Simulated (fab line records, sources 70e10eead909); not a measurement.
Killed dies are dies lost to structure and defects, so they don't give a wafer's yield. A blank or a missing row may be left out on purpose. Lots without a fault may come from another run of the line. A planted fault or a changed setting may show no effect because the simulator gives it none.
Chamber matching | flow nand_harc | NHARC_A_STAIRCASE_TRIM_220 on rie_diel-10: 4 sister chambers
The step chemistry O2, time 211.2 s. 4 wafers are shown with their chamber, then 7 later ones without.

WAFERS WITH THEIR CHAMBER
wafer  | chamber | drypump_motor_current_A (A)
L077.5 | 1       | 6.5
L077.6 | 0       | 5.0
L085.2 | 3       | 5.9
L085.4 | 2       | 5.8

WAFERS WITHOUT THEIR CHAMBER
wafer  | drypump_motor_current_A (A)
L085.5 | 5.9
L089.3 | 5.8
L089.5 | 5.1
L089.6 | 5.9
L091.1 | 5.8
L091.2 | 6.4
L091.5 | 5.8

WHICH CHAMBER EACH WENT THROUGH
wafer  | from the rows above     | in truth
L085.5 | can't be placed: 3 or 2 | 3
L089.3 | can't be placed: 2 or 3 | 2
L089.5 | 0                       | 0
L089.6 | can't be placed: 3 or 2 | 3
L091.1 | can't be placed: 2 or 3 | 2
L091.2 | 1                       | 1
L091.5 | can't be placed: 2 or 3 | 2
Placed correctly: 2 of 7. Can't be placed from these rows: 5 (the true chamber is among the candidates in 5). Placed wrongly: 0.
How it was worked out, from the rows above alone: a wafer's distance from a chamber is the root of the sum, over the readings, of the square of ((its reading less the chamber's mean) divided by the reading's scatter). The wafer belongs to the nearest chamber; if the next one is less than 2 further off, it can't be placed. A chamber's mean is the mean of its shown wafers. The scatter: with one shown wafer a chamber, the root of the mean of the squares of how far each hidden wafer lies from its nearest shown one.
